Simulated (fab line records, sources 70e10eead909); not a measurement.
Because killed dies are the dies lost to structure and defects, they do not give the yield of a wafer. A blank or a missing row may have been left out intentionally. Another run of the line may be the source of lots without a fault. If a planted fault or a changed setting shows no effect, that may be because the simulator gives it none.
Matching of chambers ; flow nand harc ; NHARC_A_CONTACT_DEP_85 on pecvd-04: 3 sister chambers
The step deposits SiON, target thk 60 nm. 3 wafers are shown with their chamber, then 8 later ones without.

== WAFERS, EACH WITH ITS CHAMBER ==
wafer;chamber;rf fwd power W (W)
L093.4;1;349.9
L093.5;0;349.8
L092.3;2;347.1

== WAFERS MISSING THEIR CHAMBER ==
wafer;rf fwd power W (W)
L092.5;348.2
L092.6;350.1
L095.1;349.9
L095.2;348.1
L095.3;347.0
L096.1;347.3
L096.2;347.6
L096.6;347.9

== CHAMBER TAKEN BY EACH ==
wafer;from the rows above;in truth
L092.5;can't be placed: 2 or 0 or 1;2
L092.6;can't be placed: 1 or 0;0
L095.1;can't be placed: 1 or 0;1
L095.2;can't be placed: 2 or 0 or 1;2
L095.3;2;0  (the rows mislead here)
L096.1;2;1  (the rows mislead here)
L096.2;2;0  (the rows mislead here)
L096.6;can't be placed: 2 or 0 or 1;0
Correct placement for 0 of the 8. Can't be placed from these rows: 5 (the true chamber is among the candidates in 5). Number placed wrongly: 3.
How it was worked out, from the rows above alone: a wafer's distance from a chamber is the root of the sum, over the readings, of the square of ((its reading less the chamber's mean) divided by the reading's scatter). The wafer belongs to the nearest chamber; if the next one is less than 2 further off, it can't be placed. The mean given for a chamber averages the wafers shown for that chamber. The scatter: root of mean squared gap, hidden wafer to nearest shown wafer, with one shown wafer a chamber.
